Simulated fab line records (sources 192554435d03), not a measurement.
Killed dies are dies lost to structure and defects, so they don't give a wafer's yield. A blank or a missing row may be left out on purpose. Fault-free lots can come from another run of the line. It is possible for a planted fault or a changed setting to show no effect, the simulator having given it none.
Chamber matching | flow n5Finfet | N5_BEOL_M1_DESCUM_33 on rieDiel-06: 4 sister chambers
The step chemistry O2, time 7 s. 18 wafers are shown with their chamber, then 9 later ones without.

WAFERS, EACH WITH ITS CHAMBER
wafer  | chamber | showerheadPlenumPTorr (Torr) | drypumpMotorCurrentA (A) | throttleValvePct (%)
L074.1 | 1       | 2.18                         | 5.9                      | 20.78
L074.2 | 2       | 2.16                         | 5.0                      | 20.50
L074.4 | 3       | 1.99                         | 4.9                      | 20.91
L077.4 | 1       | 2.18                         | 5.9                      | 20.78
L077.5 | 0       | 2.21                         | 5.3                      | 20.55
L077.6 | 3       | 1.98                         | 4.9                      | 20.91
L078.1 | 3       | 1.98                         | 4.9                      | 20.92
L078.2 | 1       | 2.18                         | 6.0                      | 20.79
L078.6 | 2       | 2.16                         | 5.0                      | 20.50
L080.2 | 2       | 2.16                         | 5.0                      | 20.50
L080.3 | 0       | 2.21                         | 5.3                      | 20.55
L080.6 | 0       | 2.21                         | 5.3                      | 20.54
L084.2 | 1       | 2.18                         | 5.9                      | 20.80
L084.3 | 2       | 2.15                         | 5.1                      | 20.52
L084.6 | 0       | 2.21                         | 5.3                      | 20.56
L088.1 | 3       | 1.98                         | 4.9                      | 20.96
L088.5 | 1       | 2.17                         | 6.0                      | 20.83
L088.6 | 2       | 2.15                         | 5.0                      | 20.54

SIGNATURES (averages over the wafers above)
reading               | chamber 0 | chamber 1 | chamber 2 | chamber 3 | scatter within a chamber
showerheadPlenumPTorr | 2.2100    | 2.1780    | 2.1560    | 1.9825    | 0.00443
drypumpMotorCurrentA  | 5.300     | 5.940     | 5.020     | 4.900     | 0.0378
throttleValvePct      | 20.5500   | 20.7960   | 20.5120   | 20.9250   | 0.0187
Rule: a wafer's distance from a chamber is the root of the sum, over the readings, of the square of ((its reading less the chamber's mean) divided by the reading's scatter). The wafer belongs to the nearest chamber; if the next one is less than 2 further off, it can't be placed. How the scatter is found: for the shown wafers, subtract from each reading the mean of its chamber, square and add these, divide the total by (wafers less chambers), then take the root.

WAFERS WITHOUT THEIR CHAMBER
wafer  | showerheadPlenumPTorr (Torr) | drypumpMotorCurrentA (A) | throttleValvePct (%)
L093.1 | 2.15                         | 5.0                      | 20.53
L093.3 | 1.97                         | 4.9                      | 20.96
L093.4 | 2.17                         | 6.0                      | 20.82
L096.4 | 1.97                         | 4.9                      | 20.98
L096.5 | 2.17                         | 5.9                      | 20.83
L096.6 | 2.20                         | 5.3                      | 20.60
L097.1 | 2.20                         | 5.3                      | 20.60
L097.4 | 2.20                         | 5.3                      | 20.60
L097.5 | 2.14                         | 5.1                      | 20.54

THE CHAMBER EACH PASSED THROUGH
wafer  | from the rows above | in truth
L093.1 | 2                   | 2
L093.3 | 3                   | 3
L093.4 | 1                   | 1
L096.4 | 3                   | 3
L096.5 | 1                   | 1
L096.6 | 0                   | 0
L097.1 | 0                   | 0
L097.4 | 0                   | 0
L097.5 | 2                   | 2
Correctly placed: 9 of 9. Number that these rows cannot place: 0. Wrongly placed: 0.
